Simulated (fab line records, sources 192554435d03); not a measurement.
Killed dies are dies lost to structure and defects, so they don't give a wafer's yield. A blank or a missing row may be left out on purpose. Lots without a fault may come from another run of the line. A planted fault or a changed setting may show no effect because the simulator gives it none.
Split-lot experiment | flow n5_finfet | 7 lots, 21 wafers read, on a route of 1938 steps

THE SPLIT
At N5_MIM_BOT_ETCH_ETCH_00 (etches TiN in Cl2/BCl3, target depth 45.5 nm), the setting icp_w was moved away from the recipe's 1000 W on 5 of the 21 wafers read, by -12.8% to +11.8%. The other wafers ran this setting at the recipe's value.

The reading is taken at the split's own step.

THE READING
etch.depth_nm (the simulator's own value, which no gauge read), in nm, at N5_MIM_BOT_ETCH_ETCH_00 (etches TiN in Cl2/BCl3, target depth 45.5 nm). The file gives no usual value for it. The 16 wafers here that ran the recipe average 46.62 nm, standard deviation 1.2 nm.

wafer  | tool, chamber at the split | icp_w as run, W | against the recipe | etch.depth_nm, nm | against lot-mates on the recipe
L074.2 | rie_metal-02, 1            | 1000            | recipe             | 45.53             | -
L074.3 | rie_metal-02, 1            | 1000            | recipe             | 45.24             | -
L074.6 | rie_metal-02, 0            | 1000            | recipe             | 47.27             | -
L079.2 | rie_metal-02, 0            | 872.2           | -12.8%             | 41.92             | -6.29
L079.4 | rie_metal-02, 1            | 872.2           | -12.8%             | 41.16             | -7.05
L079.6 | rie_metal-02, 0            | 1000            | recipe             | 48.21             | -
L084.2 | rie_metal-02, 1            | 1000            | recipe             | 45.39             | -
L084.3 | rie_metal-02, 0            | 1000            | recipe             | 46.59             | -
L084.6 | rie_metal-02, 0            | 1000            | recipe             | 46.84             | -
L089.1 | rie_metal-03, 0            | 1000            | recipe             | 47.18             | -
L089.2 | rie_metal-03, 1            | 1000            | recipe             | 47.25             | -
L089.6 | rie_metal-03, 0            | 1000            | recipe             | 47.28             | -
L092.1 | rie_metal-02, 1            | 1081            | +8.1%              | 48.26             | +3.27
L092.3 | rie_metal-02, 1            | 1000            | recipe             | 44.99             | -
L092.6 | rie_metal-02, 1            | 1081            | +8.1%              | 47.86             | +2.87
L091.1 | rie_metal-01, 1            | 1000            | recipe             | 44.88             | -
L091.2 | rie_metal-01, 0            | 1000            | recipe             | 48.29             | -
L091.5 | rie_metal-01, 1            | 1000            | recipe             | 45.26             | -
L096.2 | rie_metal-03, 1            | 1000            | recipe             | 47.66             | -
L096.4 | rie_metal-03, 0            | 1000            | recipe             | 48                | -
L096.5 | rie_metal-03, 0            | 1118            | +11.8%             | 52.85             | +5.02

THE FIT
A straight line over all 21 wafers: etch.depth_nm changes by +0.38 nm for each +1% of icp_w; r = +0.86; the points scatter about the line by 1.3 nm.
The same after taking each lot's own level away (the mean of its wafers on the recipe; 21 wafers): +0.469 nm for each +1%; r = +0.95; scatter 0.82 nm.
On that fit, the largest move of icp_w shifts the reading by 6 nm.
The lots' own levels span 44.990 to 48.210 nm, that is 2.7 times the standard deviation above.
So the lot-to-lot level changes the slope: the two fits differ.
Check: with one of the wafers moved furthest among these (-12.8%) left out of the fit, the line predicts -6.08 nm for it against its lot-mates. It came out at -6.29 nm against them.

OTHER SPLITS ON THESE WAFERS
These wafers also went through other splits before the reading. Each is held against what the fit with the lots' levels taken away leaves over:
other split on the same wafers | wafers away from the commonest value | r with etch.depth_nm (lot level and that fit taken away)
N5_BEOL_M9_EXPOSE_25 dose_mj   | 9                                    | -0.41
N5_BEOL_M10_ETCH_41 source_w   | 5                                    | -0.30
N5_BEOL_M12_ILD_DEP_00 time_s  | 10                                   | -0.22
N5_BEOL_M13_ETCH_59 time_s     | 9                                    | +0.21
N5_BEOL_M14_SPUTTER_43 power_w | 6                                    | -0.06
N5_BEOL_M15_COAT_04 spin_rpm   | 8                                    | +0.05
N5_BEOL_M15_ETCH_59 time_s     | 4                                    | -0.02

THE FILE'S OWN FIT
etch.depth_nm changes by +0.46 nm for each +1% of icp_w, r = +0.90.
